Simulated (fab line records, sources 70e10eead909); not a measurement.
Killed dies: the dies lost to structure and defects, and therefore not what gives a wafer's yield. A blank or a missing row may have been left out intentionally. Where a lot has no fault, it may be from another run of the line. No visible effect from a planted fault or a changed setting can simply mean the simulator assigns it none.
fab line records / flow nand_harc
record: lots: 13 wafers: 39 last_day: 33
route steps=1302 shown A_CHANNEL_HOLE_D2@570 A_BONDPAD@1202 END@1302
lots with no fault: from the same line, run without faults
start_h: the number of hours between the record's first day and the start of the first shown wafer of the lot / wait_h: hours since the lot's step before / " repeats the value in the row above / L1.1+2: several wafers, shown together as one row / - no value, or no start given / * or withheld: withheld / < > ~ a bound
route shown NAME@n: names a module that has steps shown in the file, with the first one's number in the route / usual: mean/standard deviation taken from wafers without a fault / same: alike in all rows / chamber/n: place in a boat / sites: readings site by site / _std_site: how widely they spread, as a standard deviation / _edge_site: the outer-site mean with the inner-site mean subtracted / radius_mm: for every site, how far away it sits from the centre of the wafer / mask NAME#n: copy n / behind: the tool/chamber that last shaped the wafer / hold: why the lot was held/for how many hours/how that ended / device: names the non-switching transistor (n, p or np) / end of line: tests of these same wafers at the route's end / a step given without rows: its recipe and nothing more / killed: count of dies lost to structure and defects at first sort (not the wafer's yield) / map: a wafer's dies, x killed, . not, _ none there
set.NAME: the run value of the setting; set.NAME@STEP: its run value at that earlier step / model.NAME: the simulator's own value behind a step, which no gauge read
the route's steps for a sample of lots (tables are steps, rows are wafers)
services: a tool's chamber out of use, with start hour (start_h, from the record's first day; less than 0 if before it), hours out, and reason
== steps ==
step: NHARC_A_CHANNEL_HOLE_D2_DEP_00
recipe: target_thk_a: 31000 temp_c: 400 material: aC
usual: throttle_valve_pct: 35.000/0.0086
lot.wafer=L193.3 tool=acl_dep-01 chamber=0 start_h=282.64 wait_h=0.7 throttle_valve_pct=34.988
lot.wafer=L193.4 tool=acl_dep-01 chamber=0 start_h=282.64 wait_h=0.7 throttle_valve_pct=34.983
lot.wafer=L193.6 tool=acl_dep-01 chamber=0 start_h=282.64 wait_h=0.7 throttle_valve_pct=34.991
lot.wafer=L194.3 tool=acl_dep-01 chamber=0 start_h=302.30 wait_h=0.7 throttle_valve_pct=35.009
lot.wafer=L194.4 tool=acl_dep-01 chamber=0 start_h=302.30 wait_h=0.7 throttle_valve_pct=35.015
lot.wafer=L194.5 tool=acl_dep-01 chamber=0 start_h=302.30 wait_h=0.7 throttle_valve_pct=34.991
lot.wafer=L195.4 tool=acl_dep-02 chamber=0 start_h=302.68 wait_h=1.0 throttle_valve_pct=35.004
lot.wafer=L195.5 tool=acl_dep-02 chamber=0 start_h=302.68 wait_h=1.0 throttle_valve_pct=35.001
lot.wafer=L195.6 tool=acl_dep-02 chamber=0 start_h=302.68 wait_h=1.0 throttle_valve_pct=34.997
lot.wafer=L197.2 tool=acl_dep-02 chamber=0 start_h=330.32 wait_h=3.4 throttle_valve_pct=34.993
lot.wafer=L197.4 tool=acl_dep-02 chamber=0 start_h=330.32 wait_h=3.4 throttle_valve_pct=35.005
lot.wafer=L197.6 tool=acl_dep-02 chamber=0 start_h=330.32 wait_h=3.4 throttle_valve_pct=35.006
lot.wafer=L199.1 tool=acl_dep-02 chamber=0 start_h=340.94 wait_h=2.8 throttle_valve_pct=34.997
lot.wafer=L199.4 tool=acl_dep-02 chamber=0 start_h=340.94 wait_h=2.8 throttle_valve_pct=35.004
lot.wafer=L199.5 tool=acl_dep-02 chamber=0 start_h=340.94 wait_h=2.8 throttle_valve_pct=34.993
lot.wafer=L200.1 tool=acl_dep-02 chamber=0 start_h=357.79 wait_h=0.8 throttle_valve_pct=34.982
lot.wafer=L200.2 tool=acl_dep-02 chamber=0 start_h=357.79 wait_h=0.8 throttle_valve_pct=34.986
lot.wafer=L200.4 tool=acl_dep-02 chamber=0 start_h=357.79 wait_h=0.8 throttle_valve_pct=34.996
lot.wafer=L201.1 tool=acl_dep-02 chamber=0 start_h=376.20 wait_h=2.5 throttle_valve_pct=34.987
lot.wafer=L201.4 tool=acl_dep-02 chamber=0 start_h=376.20 wait_h=2.5 throttle_valve_pct=34.994
lot.wafer=L201.6 tool=acl_dep-02 chamber=0 start_h=376.20 wait_h=2.5 throttle_valve_pct=35.011
lot.wafer=L203.1 tool=acl_dep-02 chamber=0 start_h=387.47 wait_h=0.3 throttle_valve_pct=35.007
lot.wafer=L203.5 tool=acl_dep-02 chamber=0 start_h=388.74 wait_h=1.5 throttle_valve_pct=34.999
lot.wafer=L203.6 tool=acl_dep-02 chamber=0 start_h=388.74 wait_h=1.5 throttle_valve_pct=35.003
lot.wafer=L202.1 tool=acl_dep-01 chamber=0 start_h=388.72 wait_h=1.5 throttle_valve_pct=34.996
lot.wafer=L202.4 tool=acl_dep-01 chamber=0 start_h=388.72 wait_h=1.5 throttle_valve_pct=34.997
lot.wafer=L202.6 tool=acl_dep-01 chamber=0 start_h=388.72 wait_h=1.5 throttle_valve_pct=35.005
lot.wafer=L210.2 tool=acl_dep-03 chamber=0 start_h=452.53 wait_h=0.4 throttle_valve_pct=34.995
lot.wafer=L210.3 tool=acl_dep-03 chamber=0 start_h=452.53 wait_h=0.4 throttle_valve_pct=35.004
lot.wafer=L210.5 tool=acl_dep-03 chamber=0 start_h=452.53 wait_h=0.4 throttle_valve_pct=34.999
lot.wafer=L211.4 tool=acl_dep-03 chamber=0 start_h=470.62 wait_h=1.5 throttle_valve_pct=35.000
lot.wafer=L211.5 tool=acl_dep-03 chamber=0 start_h=470.62 wait_h=1.5 throttle_valve_pct=34.991
lot.wafer=L211.6 tool=acl_dep-03 chamber=0 start_h=470.62 wait_h=1.5 throttle_valve_pct=34.988
lot.wafer=L212.4 tool=acl_dep-02 chamber=0 start_h=476.21 wait_h=1.0 throttle_valve_pct=34.999
lot.wafer=L212.5 tool=acl_dep-02 chamber=0 start_h=476.21 wait_h=1.0 throttle_valve_pct=35.009
lot.wafer=L212.6 tool=acl_dep-02 chamber=0 start_h=476.21 wait_h=1.0 throttle_valve_pct=34.995
lot.wafer=L216.1 tool=acl_dep-02 chamber=0 start_h=523.91 wait_h=0.1 throttle_valve_pct=34.992
lot.wafer=L216.2 tool=acl_dep-02 chamber=0 start_h=523.91 wait_h=0.1 throttle_valve_pct=35.001
lot.wafer=L216.5 tool=acl_dep-02 chamber=0 start_h=523.91 wait_h=0.1 throttle_valve_pct=35.008
step: NHARC_A_BONDPAD_DEP_00
recipe: target_thk_a: 2500 temp_c: 370 target_thk_nm: 250 pressure_torr: 3 flow_sccm: 200 rf_w: 450 material: SiCN
usual: chamber_pressure_Torr: 2.999/0.0064 heater_power_w: 542/60
lot.wafer=L193.3 tool=pecvd-04 chamber=2 start_h=521.54 wait_h=- chamber_pressure_Torr=2.987 heater_power_w=505
lot.wafer=L193.4 tool=pecvd-04 chamber=0 start_h=521.54 wait_h=- chamber_pressure_Torr=2.998 heater_power_w=523
lot.wafer=L193.6 tool=pecvd-04 chamber=1 start_h=521.54 wait_h=- chamber_pressure_Torr=3.002 heater_power_w=659
lot.wafer=L194.3 tool=pecvd-02 chamber=2 start_h=538.60 wait_h=- chamber_pressure_Torr=3.002 heater_power_w=582
lot.wafer=L194.5 tool=pecvd-02 chamber=1 start_h=538.60 wait_h=- chamber_pressure_Torr=2.996 heater_power_w=634
lot.wafer=L194.4 tool=pecvd-02 chamber=0 start_h=538.60 wait_h=- chamber_pressure_Torr=3.004 heater_power_w=504
lot.wafer=L195.5 tool=pecvd-04 chamber=2 start_h=541.58 wait_h=- chamber_pressure_Torr=3.006 heater_power_w=509
lot.wafer=L195.4 tool=pecvd-04 chamber=0 start_h=541.58 wait_h=- chamber_pressure_Torr=2.988 heater_power_w=452
lot.wafer=L195.6 tool=pecvd-04 chamber=1 start_h=541.58 wait_h=- chamber_pressure_Torr=3.001 heater_power_w=614
lot.wafer=L197.2 tool=pecvd-02 chamber=1 start_h=562.02 wait_h=- chamber_pressure_Torr=3.001 heater_power_w=522
lot.wafer=L197.4 tool=pecvd-02 chamber=2 start_h=562.02 wait_h=- chamber_pressure_Torr=2.995 heater_power_w=619
lot.wafer=L197.6 tool=pecvd-02 chamber=1 start_h=562.02 wait_h=- chamber_pressure_Torr=3.002 heater_power_w=529
lot.wafer=L199.1 tool=pecvd-04 chamber=0 start_h=575.53 wait_h=- chamber_pressure_Torr=2.995 heater_power_w=479
lot.wafer=L199.4 tool=pecvd-04 chamber=2 start_h=575.53 wait_h=- chamber_pressure_Torr=3.009 heater_power_w=469
lot.wafer=L199.5 tool=pecvd-04 chamber=1 start_h=575.53 wait_h=- chamber_pressure_Torr=2.990 heater_power_w=641
lot.wafer=L200.1 tool=pecvd-01 chamber=1 start_h=- wait_h=- chamber_pressure_Torr=3.000 heater_power_w=468
lot.wafer=L200.2 tool=pecvd-01 chamber=2 start_h=- wait_h=- chamber_pressure_Torr=3.009 heater_power_w=488
lot.wafer=L200.4 tool=pecvd-01 chamber=0 start_h=- wait_h=- chamber_pressure_Torr=3.013 heater_power_w=496
lot.wafer=L202.1 tool=pecvd-04 chamber=1 start_h=618.59 wait_h=- chamber_pressure_Torr=3.000 heater_power_w=595
lot.wafer=L202.4 tool=pecvd-04 chamber=1 start_h=618.59 wait_h=- chamber_pressure_Torr=2.998 heater_power_w=597
lot.wafer=L202.6 tool=pecvd-04 chamber=2 start_h=618.59 wait_h=- chamber_pressure_Torr=2.992 heater_power_w=443
lot.wafer=L210.2 tool=pecvd-02 chamber=0 start_h=685.43 wait_h=- chamber_pressure_Torr=3.002 heater_power_w=569
lot.wafer=L210.3 tool=pecvd-02 chamber=2 start_h=685.43 wait_h=- chamber_pressure_Torr=2.988 heater_power_w=630
lot.wafer=L210.5 tool=pecvd-02 chamber=1 start_h=685.43 wait_h=- chamber_pressure_Torr=3.000 heater_power_w=600
lot.wafer=L211.5 tool=pecvd-04 chamber=1 start_h=723.14 wait_h=- chamber_pressure_Torr=2.992 heater_power_w=579
lot.wafer=L211.4 tool=pecvd-04 chamber=2 start_h=723.14 wait_h=- chamber_pressure_Torr=2.991 heater_power_w=480
lot.wafer=L211.6 tool=pecvd-04 chamber=0 start_h=723.14 wait_h=- chamber_pressure_Torr=2.991 heater_power_w=490
lot.wafer=L212.5 tool=pecvd-01 chamber=2 start_h=724.37 wait_h=- chamber_pressure_Torr=2.987 heater_power_w=535
lot.wafer=L212.6 tool=pecvd-01 chamber=0 start_h=724.37 wait_h=- chamber_pressure_Torr=2.991 heater_power_w=517
lot.wafer=L212.4 tool=pecvd-01 chamber=1 start_h=724.37 wait_h=- chamber_pressure_Torr=3.005 heater_power_w=465
lot.wafer=L216.1 tool=pecvd-04 chamber=2 start_h=751.57 wait_h=- chamber_pressure_Torr=2.990 heater_power_w=534
lot.wafer=L216.2 tool=pecvd-04 chamber=1 start_h=751.57 wait_h=- chamber_pressure_Torr=2.993 heater_power_w=575
lot.wafer=L216.5 tool=pecvd-04 chamber=1 start_h=751.57 wait_h=- chamber_pressure_Torr=2.997 heater_power_w=585
step: NHARC_A_BONDPAD_THK_MEAS_30
recipe: thk_meas_gauge: ellipsometry
usual: thk_nm: 200.2/1.4
lot.wafer=L193.3 tool=film_metro-02 chamber=- start_h=522.21 wait_h=0.2 thk_nm=198.5
lot.wafer=L193.4 tool=film_metro-02 chamber=- start_h=522.21 wait_h=0.2 thk_nm=200.8
lot.wafer=L193.6 tool=film_metro-02 chamber=- start_h=522.21 wait_h=0.2 thk_nm=197.8
lot.wafer=L194.3 tool=film_metro-02 chamber=- start_h=539.21 wait_h=0.2 thk_nm=199.7
lot.wafer=L194.4 tool=film_metro-02 chamber=- start_h=539.21 wait_h=0.2 thk_nm=200.3
lot.wafer=L194.5 tool=film_metro-02 chamber=- start_h=539.21 wait_h=0.2 thk_nm=197.7
lot.wafer=L195.4 tool=film_metro-02 chamber=- start_h=542.10 wait_h=0.2 thk_nm=200.8
lot.wafer=L195.5 tool=film_metro-02 chamber=- start_h=542.10 wait_h=0.2 thk_nm=201.7
lot.wafer=L195.6 tool=film_metro-02 chamber=- start_h=542.10 wait_h=0.2 thk_nm=200.7
lot.wafer=L197.2 tool=film_metro-01 chamber=- start_h=562.59 wait_h=0.2 thk_nm=202.1
lot.wafer=L197.4 tool=film_metro-01 chamber=- start_h=562.59 wait_h=0.2 thk_nm=202.4
lot.wafer=L197.6 tool=film_metro-01 chamber=- start_h=562.59 wait_h=0.2 thk_nm=203.7
lot.wafer=L199.1 tool=film_metro-02 chamber=- start_h=576.15 wait_h=0.2 thk_nm=201.0
lot.wafer=L199.4 tool=film_metro-02 chamber=- start_h=576.15 wait_h=0.2 thk_nm=204.1
lot.wafer=L199.5 tool=film_metro-02 chamber=- start_h=576.15 wait_h=0.2 thk_nm=198.8
lot.wafer=L200.1 tool=film_metro-02 chamber=- start_h=591.21 wait_h=0.1 thk_nm=200.0
lot.wafer=L200.2 tool=film_metro-02 chamber=- start_h=591.21 wait_h=0.1 thk_nm=200.8
lot.wafer=L200.4 tool=film_metro-02 chamber=- start_h=591.21 wait_h=0.1 thk_nm=201.0
lot.wafer=L202.1 tool=film_metro-02 chamber=- start_h=619.25 wait_h=0.2 thk_nm=202.1
lot.wafer=L202.4 tool=film_metro-02 chamber=- start_h=619.25 wait_h=0.2 thk_nm=199.2
lot.wafer=L202.6 tool=film_metro-02 chamber=- start_h=619.25 wait_h=0.2 thk_nm=199.4
lot.wafer=L210.2 tool=film_metro-02 chamber=- start_h=686.08 wait_h=0.2 thk_nm=199.9
lot.wafer=L210.3 tool=film_metro-02 chamber=- start_h=686.08 wait_h=0.2 thk_nm=200.4
lot.wafer=L210.5 tool=film_metro-02 chamber=- start_h=686.08 wait_h=0.2 thk_nm=201.4
lot.wafer=L211.4 tool=film_metro-01 chamber=- start_h=723.66 wait_h=0.2 thk_nm=200.1
lot.wafer=L211.5 tool=film_metro-01 chamber=- start_h=723.66 wait_h=0.2 thk_nm=201.3
lot.wafer=L211.6 tool=film_metro-01 chamber=- start_h=723.66 wait_h=0.2 thk_nm=198.8
lot.wafer=L212.4 tool=film_metro-02 chamber=- start_h=724.90 wait_h=0.2 thk_nm=199.8
lot.wafer=L212.5 tool=film_metro-02 chamber=- start_h=724.90 wait_h=0.2 thk_nm=201.0
lot.wafer=L212.6 tool=film_metro-02 chamber=- start_h=724.90 wait_h=0.2 thk_nm=201.5
lot.wafer=L216.1 tool=film_metro-02 chamber=- start_h=752.22 wait_h=0.2 thk_nm=197.9
lot.wafer=L216.2 tool=film_metro-02 chamber=- start_h=752.22 wait_h=0.2 thk_nm=198.1
lot.wafer=L216.5 tool=film_metro-02 chamber=- start_h=752.22 wait_h=0.2 thk_nm=198.6
step: NHARC_A_BONDPAD_ETCH_12
recipe: target_depth_a: 2200 time_s: 110 chf3_flow_sccm: 50 o2_flow_sccm: 10 ar_flow_sccm: 200 rf_w: 500 bias_w: 200 chemistry: CHF3/O2
usual: drypump_motor_current_A: 5.7/0.62 oes_product_au: 0.946/0.023 rf_vpp_V: 372.1/2.1 showerhead_plenum_p_Torr: 2.47/0.096 throttle_valve_pct: 20.573/0.0089
lot.wafer=L193.4 tool=rie_diel-09 chamber=1 start_h=- wait_h=- drypump_motor_current_A=6.6 oes_product_au=0.967 rf_hours_counter_h=3 rf_vpp_V=368.7 showerhead_plenum_p_Torr=2.34 throttle_valve_pct=20.578
lot.wafer=L193.3 tool=rie_diel-09 chamber=2 start_h=- wait_h=- drypump_motor_current_A=5.1 oes_product_au=0.951 rf_hours_counter_h=2 rf_vpp_V=369.6 showerhead_plenum_p_Torr=2.36 throttle_valve_pct=20.566
lot.wafer=L193.6 tool=rie_diel-09 chamber=3 start_h=- wait_h=- drypump_motor_current_A=5.4 oes_product_au=0.970 rf_hours_counter_h=- rf_vpp_V=372.1 showerhead_plenum_p_Torr=2.48 throttle_valve_pct=20.587
lot.wafer=L194.4 tool=rie_diel-10 chamber=2 start_h=- wait_h=- drypump_motor_current_A=6.1 oes_product_au=0.958 rf_hours_counter_h=3 rf_vpp_V=372.8 showerhead_plenum_p_Torr=2.50 throttle_valve_pct=20.576
lot.wafer=L194.3 tool=rie_diel-10 chamber=0 start_h=- wait_h=- drypump_motor_current_A=6.4 oes_product_au=0.980 rf_hours_counter_h=4 rf_vpp_V=371.1 showerhead_plenum_p_Torr=2.34 throttle_valve_pct=20.574
lot.wafer=L194.5 tool=rie_diel-10 chamber=3 start_h=- wait_h=- drypump_motor_current_A=5.6 oes_product_au=0.969 rf_hours_counter_h=- rf_vpp_V=374.5 showerhead_plenum_p_Torr=2.57 throttle_valve_pct=20.563
lot.wafer=L195.4 tool=rie_diel-10 chamber=0 start_h=- wait_h=- drypump_motor_current_A=6.5 oes_product_au=0.963 rf_hours_counter_h=4 rf_vpp_V=370.2 showerhead_plenum_p_Torr=2.34 throttle_valve_pct=20.568
lot.wafer=L195.5 tool=rie_diel-10 chamber=3 start_h=- wait_h=- drypump_motor_current_A=5.6 oes_product_au=0.958 rf_hours_counter_h=- rf_vpp_V=375.0 showerhead_plenum_p_Torr=2.57 throttle_valve_pct=20.577
lot.wafer=L195.6 tool=rie_diel-10 chamber=0 start_h=- wait_h=- drypump_motor_current_A=6.4 oes_product_au=0.967 rf_hours_counter_h=- rf_vpp_V=370.8 showerhead_plenum_p_Torr=2.34 throttle_valve_pct=20.562
lot.wafer=L197.4 tool=rie_diel-10 chamber=1 start_h=- wait_h=- drypump_motor_current_A=4.8 oes_product_au=0.963 rf_hours_counter_h=5 rf_vpp_V=374.5 showerhead_plenum_p_Torr=2.58 throttle_valve_pct=20.574
lot.wafer=L197.2 tool=rie_diel-10 chamber=2 start_h=- wait_h=- drypump_motor_current_A=6.1 oes_product_au=0.968 rf_hours_counter_h=4 rf_vpp_V=371.5 showerhead_plenum_p_Torr=2.50 throttle_valve_pct=20.580
lot.wafer=L197.6 tool=rie_diel-10 chamber=2 start_h=- wait_h=- drypump_motor_current_A=6.1 oes_product_au=0.964 rf_hours_counter_h=- rf_vpp_V=371.5 showerhead_plenum_p_Torr=2.50 throttle_valve_pct=20.562
lot.wafer=L199.1 tool=rie_diel-10 chamber=1 start_h=- wait_h=- drypump_motor_current_A=4.8 oes_product_au=0.927 rf_hours_counter_h=5 rf_vpp_V=374.2 showerhead_plenum_p_Torr=2.58 throttle_valve_pct=20.577
lot.wafer=L199.4 tool=rie_diel-10 chamber=2 start_h=- wait_h=- drypump_motor_current_A=6.1 oes_product_au=0.916 rf_hours_counter_h=5 rf_vpp_V=372.8 showerhead_plenum_p_Torr=2.50 throttle_valve_pct=20.574
lot.wafer=L199.5 tool=rie_diel-10 chamber=2 start_h=- wait_h=- drypump_motor_current_A=6.1 oes_product_au=0.923 rf_hours_counter_h=- rf_vpp_V=373.9 showerhead_plenum_p_Torr=2.50 throttle_valve_pct=20.572
lot.wafer=L200.1 tool=rie_diel-09 chamber=0 start_h=- wait_h=- drypump_motor_current_A=6.4 oes_product_au=0.920 rf_hours_counter_h=13 rf_vpp_V=371.3 showerhead_plenum_p_Torr=2.48 throttle_valve_pct=20.573
lot.wafer=L200.2 tool=rie_diel-09 chamber=3 start_h=- wait_h=- drypump_motor_current_A=5.4 oes_product_au=0.926 rf_hours_counter_h=15 rf_vpp_V=372.1 showerhead_plenum_p_Torr=2.48 throttle_valve_pct=20.578
lot.wafer=L200.4 tool=rie_diel-09 chamber=0 start_h=- wait_h=- drypump_motor_current_A=6.4 oes_product_au=0.911 rf_hours_counter_h=- rf_vpp_V=373.0 showerhead_plenum_p_Torr=2.48 throttle_valve_pct=20.556
lot.wafer=L202.1 tool=rie_diel-10 chamber=0 start_h=- wait_h=- drypump_motor_current_A=6.4 oes_product_au=0.978 rf_hours_counter_h=0 rf_vpp_V=369.9 showerhead_plenum_p_Torr=2.34 throttle_valve_pct=20.568
lot.wafer=L202.4 tool=rie_diel-10 chamber=1 start_h=- wait_h=- drypump_motor_current_A=4.8 oes_product_au=0.976 rf_hours_counter_h=0 rf_vpp_V=374.0 showerhead_plenum_p_Torr=2.58 throttle_valve_pct=20.589
lot.wafer=L202.6 tool=rie_diel-10 chamber=2 start_h=- wait_h=- drypump_motor_current_A=6.1 oes_product_au=0.952 rf_hours_counter_h=- rf_vpp_V=372.5 showerhead_plenum_p_Torr=2.50 throttle_valve_pct=20.564
lot.wafer=L210.3 tool=rie_diel-09 chamber=0 start_h=- wait_h=- drypump_motor_current_A=6.4 oes_product_au=0.965 rf_hours_counter_h=1 rf_vpp_V=371.9 showerhead_plenum_p_Torr=2.48 throttle_valve_pct=20.583
lot.wafer=L210.2 tool=rie_diel-09 chamber=1 start_h=- wait_h=- drypump_motor_current_A=6.5 oes_product_au=0.974 rf_hours_counter_h=0 rf_vpp_V=369.4 showerhead_plenum_p_Torr=2.34 throttle_valve_pct=20.576
lot.wafer=L210.5 tool=rie_diel-09 chamber=3 start_h=- wait_h=- drypump_motor_current_A=5.5 oes_product_au=0.972 rf_hours_counter_h=- rf_vpp_V=373.3 showerhead_plenum_p_Torr=2.47 throttle_valve_pct=20.568
lot.wafer=L211.4 tool=rie_diel-10 chamber=1 start_h=- wait_h=- drypump_motor_current_A=4.8 oes_product_au=0.928 rf_hours_counter_h=3 rf_vpp_V=373.9 showerhead_plenum_p_Torr=2.58 throttle_valve_pct=20.577
lot.wafer=L211.5 tool=rie_diel-10 chamber=3 start_h=- wait_h=- drypump_motor_current_A=5.6 oes_product_au=0.921 rf_hours_counter_h=- rf_vpp_V=374.3 showerhead_plenum_p_Torr=2.57 throttle_valve_pct=20.570
lot.wafer=L211.6 tool=rie_diel-10 chamber=0 start_h=- wait_h=- drypump_motor_current_A=6.4 oes_product_au=0.921 rf_hours_counter_h=- rf_vpp_V=368.5 showerhead_plenum_p_Torr=2.34 throttle_valve_pct=20.571
lot.wafer=L212.4 tool=rie_diel-10 chamber=0 start_h=- wait_h=- drypump_motor_current_A=6.5 oes_product_au=0.972 rf_hours_counter_h=3 rf_vpp_V=370.0 showerhead_plenum_p_Torr=2.34 throttle_valve_pct=20.576
lot.wafer=L212.6 tool=rie_diel-10 chamber=1 start_h=- wait_h=- drypump_motor_current_A=4.8 oes_product_au=0.983 rf_hours_counter_h=- rf_vpp_V=375.4 showerhead_plenum_p_Torr=2.58 throttle_valve_pct=20.562
lot.wafer=L212.5 tool=rie_diel-10 chamber=2 start_h=- wait_h=- drypump_motor_current_A=6.1 oes_product_au=0.952 rf_hours_counter_h=- rf_vpp_V=372.9 showerhead_plenum_p_Torr=2.50 throttle_valve_pct=20.583
lot.wafer=L216.1 tool=rie_diel-09 chamber=1 start_h=- wait_h=- drypump_motor_current_A=6.5 oes_product_au=0.916 rf_hours_counter_h=10 rf_vpp_V=370.0 showerhead_plenum_p_Torr=2.33 throttle_valve_pct=20.574
lot.wafer=L216.2 tool=rie_diel-09 chamber=2 start_h=- wait_h=- drypump_motor_current_A=5.1 oes_product_au=0.922 rf_hours_counter_h=11 rf_vpp_V=370.4 showerhead_plenum_p_Torr=2.35 throttle_valve_pct=20.561
lot.wafer=L216.5 tool=rie_diel-09 chamber=3 start_h=- wait_h=- drypump_motor_current_A=5.4 oes_product_au=0.918 rf_hours_counter_h=- rf_vpp_V=371.2 showerhead_plenum_p_Torr=2.47 throttle_valve_pct=20.564
step: NHARC_END_SORT_01
recipe: temp_c: 25
usual: killed_at_array: 60/21 killed_at_other: 1.0/1.2 killed_at_periphery: 4.2/2.8 killed_dies: 65/20 killed_open: 3.1/1.8 killed_short: 2.6/1.6
same: gross_dies: 677
lot.wafer=L203.1 tool=prober-02 chamber=0 start_h=648.58 wait_h=2.5 killed_at_array=672 killed_at_other=1 killed_at_periphery=4 killed_dies=677 killed_open=1 killed_short=2
lot.wafer=L203.5 tool=prober-02 chamber=0 start_h=651.81 wait_h=3.7 killed_at_array=674 killed_at_other=1 killed_at_periphery=2 killed_dies=677 killed_open=3 killed_short=5
lot.wafer=L203.6 tool=prober-02 chamber=0 start_h=652.62 wait_h=4.0 killed_at_array=673 killed_at_other=2 killed_at_periphery=2 killed_dies=677 killed_open=5 killed_short=2
lot.wafer=L201.1 tool=prober-01 chamber=0 start_h=656.42 wait_h=2.5 killed_at_array=669 killed_at_other=6 killed_at_periphery=2 killed_dies=677 killed_open=6 killed_short=2
lot.wafer=L201.4 tool=prober-01 chamber=0 start_h=658.78 wait_h=3.4 killed_at_array=676 killed_at_other=0 killed_at_periphery=1 killed_dies=677 killed_open=5 killed_short=1
lot.wafer=L201.6 tool=prober-01 chamber=0 start_h=660.36 wait_h=3.9 killed_at_array=674 killed_at_other=1 killed_at_periphery=2 killed_dies=677 killed_open=3 killed_short=3
killed by level:class
L203.1 A_CHANNEL_HOLE_D2:area_dep=626 A_SLIT:chamber_film_flake=27 A_CHANNEL_HOLE_D2:chamber_film_flake=6 A_CHANNEL_HOLE_D1:chamber_film_flake=5 A_CONTACT:chamber_film_flake=4 A_CHANNEL_FILL_D2:chamber_film_flake=2 P_M0:geometric_particle:short=1 A_SOURCE_PLATE:geometric_particle:short=1
L203.5 A_CHANNEL_HOLE_D2:area_dep=612 A_CHANNEL_HOLE_D2:chamber_film_flake=19 A_SLIT:chamber_film_flake=14 A_CHANNEL_HOLE_D1:chamber_film_flake=7 A_STAIRCASE:chamber_film_flake=7 A_CHANNEL_FILL_D2:chamber_film_flake=5 A_CONTACT:chamber_film_flake=3 A_WL_FILL:geometric_particle:short=2
L203.6 A_CHANNEL_HOLE_D2:area_dep=611 A_SLIT:chamber_film_flake=37 A_CHANNEL_HOLE_D2:chamber_film_flake=7 A_CONTACT:chamber_film_flake=5 A_STAIRCASE:chamber_film_flake=3 P_M0:geometric_particle:open=2 A_DECK1_JOINT:chamber_film_flake=2 A_CHANNEL_FILL_D2:chamber_film_flake=2
L201.1 A_CHANNEL_HOLE_D2:area_dep=600 A_CHANNEL_HOLE_D1:chamber_film_flake=32 A_SLIT:chamber_film_flake=13 A_CHANNEL_HOLE_D2:chamber_film_flake=7 THIN_TSV:chamber_film_flake=6 A_STAIRCASE:chamber_film_flake=2 A_WL_FILL:chamber_film_flake=2 A_CONTACT:chamber_film_flake=2
L201.4 A_CHANNEL_HOLE_D2:area_dep=591 A_CHANNEL_HOLE_D1:chamber_film_flake=34 A_SLIT:chamber_film_flake=33 A_CHANNEL_HOLE_D2:chamber_film_flake=9 A_WL_FILL:geometric_particle:open=2 A_ONON_D1:geometric_particle:open=1 A_CHANNEL_FILL_D1:geometric_particle:open=1 A_DECK1_JOINT:geometric_particle:short=1
L201.6 A_CHANNEL_HOLE_D2:area_dep=591 A_SLIT:chamber_film_flake=32 A_CHANNEL_HOLE_D1:chamber_film_flake=31 A_CHANNEL_HOLE_D2:chamber_film_flake=8 A_DECK1_JOINT:chamber_film_flake=2 A_STAIRCASE:chamber_film_flake=2 P_CONTACT:geometric_particle:open=1 A_ONON_D1:geometric_particle:open=1
== services ==
tool=pecvd-04 chamber=- start_h=269.14 hours=13.0 kind=pm
tool=pecvd-04 chamber=- start_h=287.53 hours=0.9 kind=repair
tool=rie_diel-10 chamber=1 start_h=300.71 hours=1.4 kind=repair
tool=pecvd-02 chamber=0 start_h=316.03 hours=2.9 kind=repair
tool=rie_diel-09 chamber=- start_h=320.34 hours=9.0 kind=pm
tool=rie_diel-09 chamber=3 start_h=352.04 hours=4.1 kind=repair
tool=acl_dep-01 chamber=- start_h=371.51 hours=13.0 kind=pm
tool=rie_diel-10 chamber=- start_h=376.15 hours=0.4 kind=repair
tool=rie_diel-10 chamber=2 start_h=388.31 hours=4.8 kind=repair
tool=rie_diel-10 chamber=- start_h=419.50 hours=9.0 kind=pm
tool=acl_dep-02 chamber=- start_h=432.27 hours=13.0 kind=pm
tool=pecvd-04 chamber=- start_h=450.14 hours=13.0 kind=pm
tool=rie_diel-09 chamber=2 start_h=497.25 hours=9.1 kind=repair
tool=rie_diel-09 chamber=- start_h=497.34 hours=9.0 kind=pm
tool=pecvd-04 chamber=- start_h=505.43 hours=0.5 kind=repair
tool=rie_diel-09 chamber=0 start_h=581.81 hours=9.6 kind=repair
tool=acl_dep-02 chamber=- start_h=583.27 hours=8.0 kind=repair
tool=rie_diel-09 chamber=1 start_h=587.72 hours=7.1 kind=repair
tool=rie_diel-10 chamber=- start_h=596.50 hours=9.0 kind=pm
tool=acl_dep-02 chamber=- start_h=615.65 hours=13.0 kind=pm
tool=pecvd-04 chamber=- start_h=631.24 hours=13.0 kind=pm
tool=rie_diel-09 chamber=- start_h=674.34 hours=9.0 kind=pm
tool=pecvd-04 chamber=- start_h=705.72 hours=0.7 kind=repair
tool=rie_diel-09 chamber=2 start_h=739.15 hours=4.5 kind=repair
== key ==
first_sign: step: NHARC_END_SORT_01 reading: killed_dies direction: up sigmas: 31 usual: 65 struck: 677
effect: step: NHARC_END_SORT_01 reading: killed_at_array direction: up sigmas: 30 usual: 60 struck: 673
more_kills_born_at: NHARC_A_CHANNEL_HOLE_D2_DEP_00@acl_dep-02: 3631
met_at NHARC_A_CHANNEL_HOLE_D2_DEP_00
struck_lots L201,L203
later_rows_left_out L201.1,L201.4,L201.6,L203.1,L203.5,L203.6
tester_left_out L201,L203
not_acting_at NHARC_A_BONDPAD_DEP_00,NHARC_A_BONDPAD_THK_MEAS_30,NHARC_A_BONDPAD_ETCH_12
onset_between 357.79 376.20
fault: kind: process_parameter_drift tool: acl_dep-02 chamber: - onset_h: 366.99 steps: NHARC_A_CHANNEL_HOLE_D2_DEP_00 channel: target_thk_a offset: * shape: step end_h: 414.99 acts_in: * stated: *
tester_left_out: of these lots the tester's yield and bins aren't shown, on N5 and GAA mostly nor the transistor test; their killed dies are dies lost to structure and defects alone, not to doping, threshold or leakage, so they don't give the yield
later_rows_left_out: the simulator's readings of these wafers behind a module that went badly wrong aren't trusted and aren't shown, but for the sort
